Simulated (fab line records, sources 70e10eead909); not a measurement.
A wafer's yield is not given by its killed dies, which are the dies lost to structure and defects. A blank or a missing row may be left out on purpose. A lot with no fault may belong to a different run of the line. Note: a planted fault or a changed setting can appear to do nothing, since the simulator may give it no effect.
fab line records :: flow nandHarc
record
  lots=5
  wafers=15
  lastDay=33
route steps=1302 shown A_CHANNEL_HOLE_D1@482 A_CHANNEL_FILL_D1@490 END@1302
lots untouched by any fault: they come from a run of this same line in which no faults occurred
startH: hours from the record's first day to the start of the lot's first wafer shown :: waitH: time in hours since the lot's previous step :: " repeats the value in the row above :: L1.1+2: a single row standing in for several wafers :: - no value, or no start given :: * or withheld: withheld :: < > ~ a bound
route shown NAME@n: names a module that has steps shown in the file, with the first one's number in the route :: usual: mean/standard deviation of fault-free wafers :: same: alike in all rows :: chamber/n: place in a boat :: sites: per-site readings :: _std_site: their standard deviation :: _edge_site: the outer-site mean with the inner-site mean subtracted :: radiusMm: how far each site lies from the wafer's centre :: mask NAME#n: copy n :: behind: the last tool/chamber to shape the wafer :: hold: why the lot went on hold/how many hours it stayed there/how the hold came to an end :: device: transistor that didn't switch, given as n, p or np :: end of line: tests of these same wafers at the route's end :: a step without rows: its recipe alone :: killed: not the wafer's yield, but the dies lost to structure and defects at the first sort :: map: per-die view of a wafer (x killed, . not killed, _ where there is no die)
set.NAME: the run value of the setting; set.NAME@STEP: its run value at that earlier step :: model.NAME: the simulator's own value behind a step, which no gauge read
certain route steps with their lots: each step a table, each wafer a row
services: when a tool's chamber went out of use (startH, in hours from the record's first day, below 0 if earlier), for how many hours, and the reason
## steps
# step NHARC_A_CHANNEL_HOLE_D1_STRIP_43
# recipe
  o2FlowSccm=400
  cosFlowSccm=20
  arFlowSccm=0
  biasW=0
  chemistry=O2/COS
# step NHARC_A_CHANNEL_HOLE_D1_ETCH_44
# recipe
  targetDepthA=1400
  overetchA=140
  timeS=77
  ionEnergyEv=100
  cf4FlowSccm=80
  o2FlowSccm=20
  arFlowSccm=0
  rfW=300
  biasW=100
  chemistry=CF4/O2
# usual
  drypumpMotorCurrentA=5.7/0.44
  oesProductAu=1.003/0.0074
  rfVppV=197.8/1.3
  showerheadPlenumPTorr=1.33/0.046
  throttleValvePct=13.397/0.009
lot.wafer: L555.3
tool: rieDiel-09
chamber: 3
startH: 192.32
waitH: 0.1
drypumpMotorCurrentA: 5.6
oesProductAu: 1.000
rfHoursCounterH: 11
rfVppV: 199.1
showerheadPlenumPTorr: 1.38
throttleValvePct: 13.386

lot.wafer: L555.4
tool: rieDiel-09
chamber: 2
startH: 192.32
waitH: 0.1
drypumpMotorCurrentA: 5.2
oesProductAu: 0.990
rfHoursCounterH: 9
rfVppV: 198.1
showerheadPlenumPTorr: 1.31
throttleValvePct: 13.403

lot.wafer: L555.6
tool: rieDiel-09
chamber: 0
startH: 192.32
waitH: 0.1
drypumpMotorCurrentA: 5.2
oesProductAu: 1.013
rfHoursCounterH: -
rfVppV: 197.7
showerheadPlenumPTorr: 1.33
throttleValvePct: 13.409

lot.wafer: L564.3
tool: rieDiel-08
chamber: 2
startH: 283.23
waitH: 0.1
drypumpMotorCurrentA: 5.9
oesProductAu: 1.015
rfHoursCounterH: 7
rfVppV: 198.3
showerheadPlenumPTorr: 1.31
throttleValvePct: 13.388

lot.wafer: L564.6
tool: rieDiel-08
chamber: 2
startH: 283.23
waitH: 0.1
drypumpMotorCurrentA: 5.9
oesProductAu: 1.011
rfHoursCounterH: -
rfVppV: 198.0
showerheadPlenumPTorr: 1.31
throttleValvePct: 13.411

lot.wafer: L564.5
tool: rieDiel-08
chamber: 1
startH: 283.23
waitH: 0.1
drypumpMotorCurrentA: 6.5
oesProductAu: 1.009
rfHoursCounterH: -
rfVppV: 197.4
showerheadPlenumPTorr: 1.29
throttleValvePct: 13.398

lot.wafer: L569.4
tool: rieDiel-09
chamber: 3
startH: 322.38
waitH: 0.1
drypumpMotorCurrentA: 5.6
oesProductAu: 1.009
rfHoursCounterH: 47
rfVppV: 197.6
showerheadPlenumPTorr: 1.37
throttleValvePct: 13.391

lot.wafer: L569.2
tool: rieDiel-09
chamber: 1
startH: 322.38
waitH: 0.1
drypumpMotorCurrentA: 6.0
oesProductAu: 1.001
rfHoursCounterH: 47
rfVppV: 198.1
showerheadPlenumPTorr: 1.39
throttleValvePct: 13.402

lot.wafer: L569.1
tool: rieDiel-09
chamber: 2
startH: 322.38
waitH: 0.1
drypumpMotorCurrentA: 5.2
oesProductAu: 0.993
rfHoursCounterH: 48
rfVppV: 196.3
showerheadPlenumPTorr: 1.30
throttleValvePct: 13.398

lot.wafer: L576.2
tool: rieDiel-08
chamber: 0
startH: 396.96
waitH: 0.1
drypumpMotorCurrentA: 5.0
oesProductAu: 1.001
rfHoursCounterH: 1
rfVppV: 197.3
showerheadPlenumPTorr: 1.30
throttleValvePct: 13.399

lot.wafer: L576.1
tool: rieDiel-08
chamber: 2
startH: 396.96
waitH: 0.1
drypumpMotorCurrentA: 5.9
oesProductAu: 1.001
rfHoursCounterH: 1
rfVppV: 196.8
showerheadPlenumPTorr: 1.31
throttleValvePct: 13.396

lot.wafer: L576.6
tool: rieDiel-08
chamber: 0
startH: 396.96
waitH: 0.1
drypumpMotorCurrentA: 5.1
oesProductAu: 1.004
rfHoursCounterH: -
rfVppV: 197.7
showerheadPlenumPTorr: 1.30
throttleValvePct: 13.396

lot.wafer: L577.2
tool: rieDiel-08
chamber: 2
startH: 402.35
waitH: 0.1
drypumpMotorCurrentA: 5.9
oesProductAu: 1.007
rfHoursCounterH: 1
rfVppV: 197.7
showerheadPlenumPTorr: 1.31
throttleValvePct: 13.403

lot.wafer: L577.3
tool: rieDiel-08
chamber: 3
startH: 402.35
waitH: 0.1
drypumpMotorCurrentA: 5.7
oesProductAu: 0.990
rfHoursCounterH: 2
rfVppV: 198.2
showerheadPlenumPTorr: 1.38
throttleValvePct: 13.396

lot.wafer: L577.5
tool: rieDiel-08
chamber: 3
startH: 402.35
waitH: 0.1
drypumpMotorCurrentA: 5.7
oesProductAu: 0.998
rfHoursCounterH: -
rfVppV: 198.8
showerheadPlenumPTorr: 1.38
throttleValvePct: 13.409
# step NHARC_A_CHANNEL_HOLE_D1_STRIP_27
# recipe
  o2FlowSccm=500
  arFlowSccm=0
  biasW=0
  chemistry=O2
# usual
  drypumpMotorCurrentA=5.8/0.45
  oesProductAu=1.000/0.0071
  rfVppV=57.8/0.84
  showerheadPlenumPTorr=3.50/0.11
  throttleValvePct=17.036/0.0092
lot.wafer: L555.3
tool: rieDiel-09
chamber: 0
startH: -
waitH: -
drypumpMotorCurrentA: 5.2
oesProductAu: 0.998
rfHoursCounterH: 13
rfVppV: 57.9
showerheadPlenumPTorr: 3.51
throttleValvePct: 17.035

lot.wafer: L555.4
tool: rieDiel-09
chamber: 3
startH: -
waitH: -
drypumpMotorCurrentA: 5.6
oesProductAu: 1.006
rfHoursCounterH: 11
rfVppV: 57.6
showerheadPlenumPTorr: 3.64
throttleValvePct: 17.033

lot.wafer: L555.6
tool: rieDiel-09
chamber: 0
startH: -
waitH: -
drypumpMotorCurrentA: 5.2
oesProductAu: 0.998
rfHoursCounterH: -
rfVppV: 57.7
showerheadPlenumPTorr: 3.51
throttleValvePct: 17.038

lot.wafer: L564.3
tool: rieDiel-08
chamber: 2
startH: -
waitH: -
drypumpMotorCurrentA: 6.0
oesProductAu: 1.007
rfHoursCounterH: 7
rfVppV: 58.5
showerheadPlenumPTorr: 3.48
throttleValvePct: 17.042

lot.wafer: L564.5
tool: rieDiel-08
chamber: 1
startH: -
waitH: -
drypumpMotorCurrentA: 6.5
oesProductAu: 1.005
rfHoursCounterH: -
rfVppV: 55.6
showerheadPlenumPTorr: 3.40
throttleValvePct: 17.038

lot.wafer: L564.6
tool: rieDiel-08
chamber: 2
startH: -
waitH: -
drypumpMotorCurrentA: 6.0
oesProductAu: 0.993
rfHoursCounterH: -
rfVppV: 57.6
showerheadPlenumPTorr: 3.48
throttleValvePct: 17.044

lot.wafer: L569.4
tool: rieDiel-09
chamber: 3
startH: -
waitH: -
drypumpMotorCurrentA: 5.6
oesProductAu: 1.006
rfHoursCounterH: 47
rfVppV: 58.7
showerheadPlenumPTorr: 3.62
throttleValvePct: 17.048

lot.wafer: L569.2
tool: rieDiel-09
chamber: 1
startH: -
waitH: -
drypumpMotorCurrentA: 6.0
oesProductAu: 0.989
rfHoursCounterH: 47
rfVppV: 58.9
showerheadPlenumPTorr: 3.67
throttleValvePct: 17.022

lot.wafer: L569.1
tool: rieDiel-09
chamber: 2
startH: -
waitH: -
drypumpMotorCurrentA: 5.2
oesProductAu: 0.991
rfHoursCounterH: 48
rfVppV: 59.3
showerheadPlenumPTorr: 3.44
throttleValvePct: 17.036

lot.wafer: L576.1
tool: rieDiel-08
chamber: 3
startH: -
waitH: -
drypumpMotorCurrentA: 5.7
oesProductAu: 0.992
rfHoursCounterH: 1
rfVppV: 58.5
showerheadPlenumPTorr: 3.63
throttleValvePct: 17.033

lot.wafer: L576.2
tool: rieDiel-08
chamber: 2
startH: -
waitH: -
drypumpMotorCurrentA: 6.0
oesProductAu: 1.009
rfHoursCounterH: 1
rfVppV: 57.0
showerheadPlenumPTorr: 3.47
throttleValvePct: 17.033

lot.wafer: L576.6
tool: rieDiel-08
chamber: 0
startH: -
waitH: -
drypumpMotorCurrentA: 5.0
oesProductAu: 0.998
rfHoursCounterH: -
rfVppV: 59.0
showerheadPlenumPTorr: 3.44
throttleValvePct: 17.025

lot.wafer: L577.3
tool: rieDiel-08
chamber: 1
startH: -
waitH: -
drypumpMotorCurrentA: 6.5
oesProductAu: 1.006
rfHoursCounterH: 1
rfVppV: 57.1
showerheadPlenumPTorr: 3.40
throttleValvePct: 17.037

lot.wafer: L577.2
tool: rieDiel-08
chamber: 2
startH: -
waitH: -
drypumpMotorCurrentA: 5.9
oesProductAu: 1.008
rfHoursCounterH: 2
rfVppV: 57.3
showerheadPlenumPTorr: 3.47
throttleValvePct: 17.043

lot.wafer: L577.5
tool: rieDiel-08
chamber: 0
startH: -
waitH: -
drypumpMotorCurrentA: 5.1
oesProductAu: 1.002
rfHoursCounterH: -
rfVppV: 58.5
showerheadPlenumPTorr: 3.44
throttleValvePct: 17.045
# step NHARC_A_CHANNEL_HOLE_D1_PRECLEAN_28
# recipe
  timeS=*
  tempC=50
  bathAgeMin=0
  chemistry=SC1
# step NHARC_A_CHANNEL_HOLE_D1_SRD_29
# step NHARC_A_CHANNEL_HOLE_D1_CD_MEAS_30
# usual
  cdNm=89.7/1.3
lot.wafer: L555.3
tool: cdSem-02
chamber: -
startH: 193.13
waitH: -
cdNm: 90.3

lot.wafer: L555.4
tool: cdSem-02
chamber: -
startH: 193.13
waitH: -
cdNm: 88.0

lot.wafer: L555.6
tool: cdSem-02
chamber: -
startH: 193.13
waitH: -
cdNm: 88.9

lot.wafer: L564.3
tool: cdSem-01
chamber: -
startH: 284.16
waitH: -
cdNm: 89.3

lot.wafer: L564.5
tool: cdSem-01
chamber: -
startH: 284.16
waitH: -
cdNm: 91.0

lot.wafer: L564.6
tool: cdSem-01
chamber: -
startH: 284.16
waitH: -
cdNm: 90.8

lot.wafer: L569.1
tool: cdSem-01
chamber: -
startH: 323.17
waitH: -
cdNm: 91.7

lot.wafer: L569.2
tool: cdSem-01
chamber: -
startH: 323.17
waitH: -
cdNm: 91.3

lot.wafer: L569.4
tool: cdSem-01
chamber: -
startH: 323.17
waitH: -
cdNm: 89.0

lot.wafer: L576.1
tool: cdSem-03
chamber: -
startH: 397.75
waitH: -
cdNm: 90.2

lot.wafer: L576.2
tool: cdSem-03
chamber: -
startH: 397.75
waitH: -
cdNm: 89.3

lot.wafer: L576.6
tool: cdSem-03
chamber: -
startH: 397.75
waitH: -
cdNm: 90.3

lot.wafer: L577.2
tool: cdSem-02
chamber: -
startH: 403.15
waitH: -
cdNm: 88.2

lot.wafer: L577.3
tool: cdSem-02
chamber: -
startH: 403.15
waitH: -
cdNm: 87.7

lot.wafer: L577.5
tool: cdSem-02
chamber: -
startH: 403.15
waitH: -
cdNm: 88.1
# step NHARC_A_CHANNEL_HOLE_D1_XSEM_31
# recipe
  landingEnergyEv=35000
# step NHARC_A_CHANNEL_HOLE_D1_INSPECT_40
# usual
  rawDefectCount=69/23
lot.wafer: L555.3
tool: defectInspect-01
chamber: -
startH: 193.31
waitH: -
rawDefectCount: 53

lot.wafer: L555.4
tool: defectInspect-01
chamber: -
startH: 193.31
waitH: -
rawDefectCount: 49

lot.wafer: L555.6
tool: defectInspect-01
chamber: -
startH: 193.31
waitH: -
rawDefectCount: 48

lot.wafer: L564.3
tool: defectInspect-02
chamber: -
startH: 284.33
waitH: -
rawDefectCount: 47

lot.wafer: L564.5
tool: defectInspect-02
chamber: -
startH: 284.33
waitH: -
rawDefectCount: 50

lot.wafer: L564.6
tool: defectInspect-02
chamber: -
startH: 284.33
waitH: -
rawDefectCount: 47

lot.wafer: L569.1
tool: defectInspect-01
chamber: -
startH: 323.36
waitH: -
rawDefectCount: 106

lot.wafer: L569.2
tool: defectInspect-01
chamber: -
startH: 323.36
waitH: -
rawDefectCount: 116

lot.wafer: L569.4
tool: defectInspect-01
chamber: -
startH: 323.36
waitH: -
rawDefectCount: 106

lot.wafer: L576.1
tool: defectInspect-02
chamber: -
startH: 397.94
waitH: -
rawDefectCount: 64

lot.wafer: L576.2
tool: defectInspect-02
chamber: -
startH: 397.94
waitH: -
rawDefectCount: 64

lot.wafer: L576.6
tool: defectInspect-02
chamber: -
startH: 397.94
waitH: -
rawDefectCount: 45

lot.wafer: L577.2
tool: defectInspect-01
chamber: -
startH: 403.34
waitH: -
rawDefectCount: 56

lot.wafer: L577.3
tool: defectInspect-01
chamber: -
startH: 403.34
waitH: -
rawDefectCount: 56

lot.wafer: L577.5
tool: defectInspect-01
chamber: -
startH: 403.34
waitH: -
rawDefectCount: 48
# step NHARC_A_CHANNEL_FILL_D1_PRECLEAN_00
# recipe
  timeS=*
  tempC=50
  bathAgeMin=0
  chemistry=SC1
# step NHARC_A_CHANNEL_FILL_D1_SRD_01
# step NHARC_A_CHANNEL_FILL_D1_ALD_02
# recipe
  targetThkA=60
  pulseTimeS=10
  aldCycles=60
  tempC=300
  material=SiO2
# usual
  aldCycles=60/0
  heaterPowerOuterW=250/24
  heaterPowerW=456/30
  precursorPulseHeightRel=0.999/0.02
lot.wafer: L555.4
tool: aldHk-03
chamber: 0
startH: 193.50
waitH: -
aldCycles: 60
heaterPowerOuterW: 211
heaterPowerW: 400
precursorPulseHeightRel: 0.976

lot.wafer: L555.3
tool: aldHk-03
chamber: 3
startH: 193.50
waitH: -
aldCycles: 60
heaterPowerOuterW: 239
heaterPowerW: 455
precursorPulseHeightRel: 1.013

lot.wafer: L555.6
tool: aldHk-03
chamber: 1
startH: 193.50
waitH: -
aldCycles: 60
heaterPowerOuterW: 291
heaterPowerW: 483
precursorPulseHeightRel: 1.022

lot.wafer: L564.3
tool: aldHk-03
chamber: 3
startH: 284.67
waitH: -
aldCycles: 60
heaterPowerOuterW: 215
heaterPowerW: 421
precursorPulseHeightRel: 0.983

lot.wafer: L564.6
tool: aldHk-03
chamber: 1
startH: 284.67
waitH: -
aldCycles: 60
heaterPowerOuterW: 302
heaterPowerW: 499
precursorPulseHeightRel: 0.991

lot.wafer: L564.5
tool: aldHk-03
chamber: 2
startH: 284.67
waitH: -
aldCycles: 60
heaterPowerOuterW: 240
heaterPowerW: 433
precursorPulseHeightRel: 1.005

lot.wafer: L569.2
tool: aldHk-02
chamber: 0
startH: 324.01
waitH: -
aldCycles: 60
heaterPowerOuterW: 244
heaterPowerW: 446
precursorPulseHeightRel: 0.997

lot.wafer: L569.1
tool: aldHk-02
chamber: 1
startH: 324.01
waitH: -
aldCycles: 60
heaterPowerOuterW: 222
heaterPowerW: 446
precursorPulseHeightRel: 0.970

lot.wafer: L569.4
tool: aldHk-02
chamber: 2
startH: 324.01
waitH: -
aldCycles: 60
heaterPowerOuterW: 283
heaterPowerW: 476
precursorPulseHeightRel: 1.018

lot.wafer: L576.1
tool: aldHk-02
chamber: 2
startH: 398.13
waitH: -
aldCycles: 60
heaterPowerOuterW: 266
heaterPowerW: 469
precursorPulseHeightRel: 1.014

lot.wafer: L576.2
tool: aldHk-02
chamber: 1
startH: 398.13
waitH: -
aldCycles: 60
heaterPowerOuterW: 209
heaterPowerW: 419
precursorPulseHeightRel: 1.005

lot.wafer: L576.6
tool: aldHk-02
chamber: 2
startH: 398.13
waitH: -
aldCycles: 60
heaterPowerOuterW: 268
heaterPowerW: 476
precursorPulseHeightRel: 0.983

lot.wafer: L577.3
tool: aldHk-04
chamber: 1
startH: 404.24
waitH: -
aldCycles: 60
heaterPowerOuterW: 263
heaterPowerW: 500
precursorPulseHeightRel: 1.031

lot.wafer: L577.2
tool: aldHk-04
chamber: 2
startH: 404.24
waitH: -
aldCycles: 60
heaterPowerOuterW: 277
heaterPowerW: 472
precursorPulseHeightRel: 1.000

lot.wafer: L577.5
tool: aldHk-04
chamber: 0
startH: 404.24
waitH: -
aldCycles: 60
heaterPowerOuterW: 223
heaterPowerW: 433
precursorPulseHeightRel: 1.004
# step NHARC_A_CHANNEL_FILL_D1_ALD_03
# recipe
  targetThkA=60
  pulseTimeS=60
  aldCycles=58
  tempC=630
  pressureTorr=2
  material=SiNx
# usual
  aldCycles=58/0
  precursorPulseHeightRel=1.002/0.02
lot.wafer: L555.3
tool: aldSinBatch-01
chamber: 0
startH: -
waitH: -
aldCycles: 58
precursorPulseHeightRel: 1.003

lot.wafer: L555.4
tool: aldSinBatch-01
chamber: 0
startH: -
waitH: -
aldCycles: 58
precursorPulseHeightRel: 1.002

lot.wafer: L555.6
tool: aldSinBatch-01
chamber: 0
startH: -
waitH: -
aldCycles: 58
precursorPulseHeightRel: 1.013

lot.wafer: L564.3
tool: aldSinBatch-01
chamber: 0
startH: -
waitH: -
aldCycles: 58
precursorPulseHeightRel: 1.014

lot.wafer: L564.5
tool: aldSinBatch-01
chamber: 0
startH: -
waitH: -
aldCycles: 58
precursorPulseHeightRel: 0.990

lot.wafer: L564.6
tool: aldSinBatch-01
chamber: 0
startH: -
waitH: -
aldCycles: 58
precursorPulseHeightRel: 1.014

lot.wafer: L569.1
tool: aldSinBatch-02
chamber: 0
startH: -
waitH: -
aldCycles: 58
precursorPulseHeightRel: 1.012

lot.wafer: L569.2
tool: aldSinBatch-02
chamber: 0
startH: -
waitH: -
aldCycles: 58
precursorPulseHeightRel: 1.008

lot.wafer: L569.4
tool: aldSinBatch-02
chamber: 0
startH: -
waitH: -
aldCycles: 58
precursorPulseHeightRel: 1.004

lot.wafer: L576.1
tool: aldSinBatch-01
chamber: 0
startH: -
waitH: -
aldCycles: 58
precursorPulseHeightRel: 0.996

lot.wafer: L576.2
tool: aldSinBatch-01
chamber: 0
startH: -
waitH: -
aldCycles: 58
precursorPulseHeightRel: 0.987

lot.wafer: L576.6
tool: aldSinBatch-01
chamber: 0
startH: -
waitH: -
aldCycles: 58
precursorPulseHeightRel: 0.970

lot.wafer: L577.2
tool: aldSinBatch-02
chamber: 0
startH: -
waitH: -
aldCycles: 58
precursorPulseHeightRel: 1.005

lot.wafer: L577.3
tool: aldSinBatch-02
chamber: 0
startH: -
waitH: -
aldCycles: 58
precursorPulseHeightRel: 0.983

lot.wafer: L577.5
tool: aldSinBatch-02
chamber: 0
startH: -
waitH: -
aldCycles: 58
precursorPulseHeightRel: 1.003
# step NHARC_A_CHANNEL_FILL_D1_ALD_14
# recipe
  targetThkA=25
  pulseTimeS=10
  aldCycles=25
  tempC=300
  material=SiO2
# usual
  aldCycles=25/0
  heaterPowerOuterW=252/25
  heaterPowerW=458/31
  precursorPulseHeightRel=1.003/0.02
lot.wafer: L555.3
tool: aldHk-02
chamber: 1
startH: 199.85
waitH: 0.0
aldCycles: 25
heaterPowerOuterW: 217
heaterPowerW: 448
precursorPulseHeightRel: 0.997

lot.wafer: L555.4
tool: aldHk-02
chamber: 2
startH: 199.85
waitH: 0.0
aldCycles: 25
heaterPowerOuterW: 273
heaterPowerW: 465
precursorPulseHeightRel: 1.012

lot.wafer: L555.6
tool: aldHk-02
chamber: 1
startH: 199.85
waitH: 0.0
aldCycles: 25
heaterPowerOuterW: 217
heaterPowerW: 430
precursorPulseHeightRel: 0.984

lot.wafer: L564.3
tool: aldHk-03
chamber: 0
startH: 291.66
waitH: 0.2
aldCycles: 25
heaterPowerOuterW: 219
heaterPowerW: 411
precursorPulseHeightRel: 0.992

lot.wafer: L564.6
tool: aldHk-03
chamber: 1
startH: 291.66
waitH: 0.2
aldCycles: 25
heaterPowerOuterW: 302
heaterPowerW: 518
precursorPulseHeightRel: 0.973

lot.wafer: L564.5
tool: aldHk-03
chamber: 2
startH: 291.66
waitH: 0.2
aldCycles: 25
heaterPowerOuterW: 244
heaterPowerW: 420
precursorPulseHeightRel: 0.999

lot.wafer: L569.2
tool: aldHk-03
chamber: 2
startH: 331.00
waitH: 0.0
aldCycles: 25
heaterPowerOuterW: 239
heaterPowerW: 423
precursorPulseHeightRel: 0.999

lot.wafer: L569.4
tool: aldHk-03
chamber: 3
startH: 331.00
waitH: 0.0
aldCycles: 25
heaterPowerOuterW: 219
heaterPowerW: 436
precursorPulseHeightRel: 1.009

lot.wafer: L569.1
tool: aldHk-03
chamber: 1
startH: 331.00
waitH: 0.0
aldCycles: 28
heaterPowerOuterW: 291
heaterPowerW: 505
precursorPulseHeightRel: 1.030

lot.wafer: L576.2
tool: aldHk-04
chamber: 1
startH: 405.19
waitH: 0.1
aldCycles: 25
heaterPowerOuterW: 267
heaterPowerW: 509
precursorPulseHeightRel: 1.028

lot.wafer: L576.1
tool: aldHk-04
chamber: 2
startH: 405.19
waitH: 0.1
aldCycles: 25
heaterPowerOuterW: 271
heaterPowerW: 487
precursorPulseHeightRel: 1.019

lot.wafer: L576.6
tool: aldHk-04
chamber: 0
startH: 405.19
waitH: 0.1
aldCycles: 25
heaterPowerOuterW: 227
heaterPowerW: 447
precursorPulseHeightRel: 1.022

lot.wafer: L577.2
tool: aldHk-04
chamber: 1
startH: 411.60
waitH: 0.1
aldCycles: 25
heaterPowerOuterW: 267
heaterPowerW: 499
precursorPulseHeightRel: 0.982

lot.wafer: L577.3
tool: aldHk-04
chamber: 2
startH: 411.60
waitH: 0.1
aldCycles: 25
heaterPowerOuterW: 272
heaterPowerW: 492
precursorPulseHeightRel: 0.994

lot.wafer: L577.5
tool: aldHk-04
chamber: 0
startH: 411.60
waitH: 0.1
aldCycles: 25
heaterPowerOuterW: 227
heaterPowerW: 429
precursorPulseHeightRel: 0.994
# step NHARC_A_CHANNEL_FILL_D1_ALD_15
# recipe
  targetThkA=20
  pulseTimeS=60
  aldCycles=19
  tempC=630
  pressureTorr=2
  material=SiNx
# usual
  aldCycles=19/0
  precursorPulseHeightRel=0.998/0.021
lot.wafer: L555.3
tool: aldSinBatch-02
chamber: 0
startH: 202.98
waitH: 3.1
aldCycles: 19
precursorPulseHeightRel: 0.944

lot.wafer: L555.4
tool: aldSinBatch-02
chamber: 0
startH: 202.98
waitH: 3.1
aldCycles: 19
precursorPulseHeightRel: 1.014

lot.wafer: L555.6
tool: aldSinBatch-02
chamber: 0
startH: 202.98
waitH: 3.1
aldCycles: 19
precursorPulseHeightRel: 1.018

lot.wafer: L564.3
tool: aldSinBatch-01
chamber: 0
startH: -
waitH: -
aldCycles: 19
precursorPulseHeightRel: 1.052

lot.wafer: L564.5
tool: aldSinBatch-01
chamber: 0
startH: -
waitH: -
aldCycles: 19
precursorPulseHeightRel: 0.993

lot.wafer: L564.6
tool: aldSinBatch-01
chamber: 0
startH: -
waitH: -
aldCycles: 19
precursorPulseHeightRel: 1.021

lot.wafer: L569.1
tool: aldSinBatch-03
chamber: 0
startH: -
waitH: -
aldCycles: 19
precursorPulseHeightRel: 0.993

lot.wafer: L569.2
tool: aldSinBatch-03
chamber: 0
startH: -
waitH: -
aldCycles: 19
precursorPulseHeightRel: 0.983

lot.wafer: L569.4
tool: aldSinBatch-03
chamber: 0
startH: -
waitH: -
aldCycles: 19
precursorPulseHeightRel: 1.021

lot.wafer: L576.1
tool: aldSinBatch-03
chamber: 0
startH: -
waitH: -
aldCycles: 19
precursorPulseHeightRel: 0.969

lot.wafer: L576.2
tool: aldSinBatch-03
chamber: 0
startH: -
waitH: -
aldCycles: 19
precursorPulseHeightRel: 0.975

lot.wafer: L576.6
tool: aldSinBatch-03
chamber: 0
startH: -
waitH: -
aldCycles: 19
precursorPulseHeightRel: 1.006

lot.wafer: L577.2
tool: aldSinBatch-03
chamber: 0
startH: -
waitH: -
aldCycles: 19
precursorPulseHeightRel: 0.993

lot.wafer: L577.3
tool: aldSinBatch-03
chamber: 0
startH: -
waitH: -
aldCycles: 19
precursorPulseHeightRel: 0.997

lot.wafer: L577.5
tool: aldSinBatch-03
chamber: 0
startH: -
waitH: -
aldCycles: 19
precursorPulseHeightRel: 0.968
# step NHARC_END_SORT_01
# recipe
  tempC=25
# usual
  killedAtArray=57/20
  killedAtOther=1.3/1.4
  killedAtPeriphery=3.4/2.4
  killedDies=61/19
  killedOpen=2.9/1.8
  killedShort=2.5/1.6
# same
  grossDies=677
lot.wafer: L555.3
tool: prober-02
chamber: 0
startH: 578.65
waitH: 3.1
killedAtArray: 17
killedAtOther: 0
killedAtPeriphery: 1
killedDies: 18
killedOpen: 3
killedShort: 0

lot.wafer: L555.4
tool: prober-02
chamber: 0
startH: 579.46
waitH: 3.4
killedAtArray: 22
killedAtOther: 0
killedAtPeriphery: 3
killedDies: 25
killedOpen: 4
killedShort: 2

lot.wafer: L555.6
tool: prober-02
chamber: 0
startH: 581.08
waitH: 4.1
killedAtArray: 21
killedAtOther: 0
killedAtPeriphery: 0
killedDies: 21
killedOpen: 3
killedShort: 1
# killed by level:class
L555.3 A_CHANNEL_HOLE_D2:chamberFilmFlake=10 P_CONTACT:geometricParticle:open=1 A_DECK1_JOINT:geometricParticle:open=1 A_M0:geometricParticle:open=1 A_ZERO_WELL:chamberFilmFlake=1 A_CHANNEL_HOLE_D1:chamberFilmFlake=1 A_CHANNEL_FILL_D2:chamberFilmFlake=1 A_WL_FILL:chamberFilmFlake=1
L555.4 A_CHANNEL_HOLE_D2:chamberFilmFlake=9 A_DECK1_JOINT:chamberFilmFlake=2 A_CHANNEL_FILL_D2:chamberFilmFlake=2 A_BONDPAD:chamberFilmFlake=2 P_CONTACT:geometricParticle:open=1 A_ONON_D1:geometricParticle:open=1 A_CHANNEL_FILL_D1:geometricParticle:short=1 A_CHANNEL_FILL_D1:geometricParticle:open=1
L555.6 A_CHANNEL_HOLE_D2:chamberFilmFlake=9 A_STAIRCASE:chamberFilmFlake=5 A_BLC:geometricParticle:open=2 A_STAIRCASE:geometricParticle:open=1 A_WL_FILL:geometricParticle:short=1 A_DECK1_JOINT:chamberFilmFlake=1 A_CHANNEL_FILL_D2:chamberFilmFlake=1 A_CONTACT:chamberFilmFlake=1
## services
tool: rieDiel-08
chamber: 0
startH: 169.80
hours: -
kind: clean

tool: rieDiel-08
chamber: 1
startH: 169.80
hours: -
kind: clean

tool: rieDiel-08
chamber: 2
startH: 169.80
hours: -
kind: clean

tool: rieDiel-08
chamber: 3
startH: 169.80
hours: -
kind: clean

tool: aldHk-02
chamber: -
startH: 173.00
hours: 10.0
kind: pm

tool: rieDiel-08
chamber: -
startH: 190.80
hours: 9.0
kind: pm

tool: rieDiel-08
chamber: 0
startH: 190.80
hours: 9.0
kind: ventCycle

tool: aldHk-03
chamber: -
startH: 212.00
hours: 10.0
kind: pm

tool: rieDiel-09
chamber: -
startH: 246.98
hours: 0.6
kind: repair

tool: aldSinBatch-02
chamber: -
startH: 266.00
hours: 26.0
kind: pm

tool: rieDiel-09
chamber: 2
startH: 267.48
hours: 1.5
kind: repair

tool: rieDiel-09
chamber: -
startH: 271.26
hours: 0.3
kind: repair

tool: rieDiel-08
chamber: 0
startH: 276.23
hours: 10.9
kind: repair

tool: aldHk-02
chamber: -
startH: 279.26
hours: 3.3
kind: repair

tool: rieDiel-09
chamber: 3
startH: 302.68
hours: 8.3
kind: repair

tool: rieDiel-09
chamber: -
startH: 325.77
hours: 9.0
kind: pm

tool: aldHk-02
chamber: -
startH: 328.99
hours: 1.2
kind: repair

tool: rieDiel-08
chamber: 2
startH: 346.67
hours: 1.5
kind: repair

tool: aldHk-02
chamber: -
startH: 351.00
hours: 10.0
kind: pm

tool: aldSinBatch-01
chamber: -
startH: 352.76
hours: 2.0
kind: repair

tool: rieDiel-09
chamber: 1
startH: 355.22
hours: 3.2
kind: repair

tool: rieDiel-08
chamber: -
startH: 367.80
hours: 9.0
kind: pm

tool: rieDiel-09
chamber: -
startH: 387.69
hours: 0.7
kind: repair

tool: aldHk-03
chamber: -
startH: 390.00
hours: 10.0
kind: pm
## key
firstSign
  step=NHARC_A_CHANNEL_FILL_D1_ALD_14
  reading=aldCycles
  direction=up
  sigmas=99+
  usual=25
  struck=28
effect none on later readings
metAt NHARC_A_CHANNEL_FILL_D1_ALD_14
struckWafers L569.1
testerLeftOut L569
onsetBetween 291.66 331.00
fault
  kind=processParameterDrift
  tool=aldHk-03
  chamber=1
  onsetH=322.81
  steps=NHARC_A_CHANNEL_FILL_D1_ALD_14
  channel=aldCycles
  offset=3
  shape=step
  endH=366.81
  actsIn=theseRecipesOnly
  stated=25
# testerLeftOut: of these lots the tester's yield and bins aren't shown, on N5 and GAA mostly nor the transistor test; their killed dies are dies lost to structure and defects alone, not to doping, threshold or leakage, so they don't give the yield
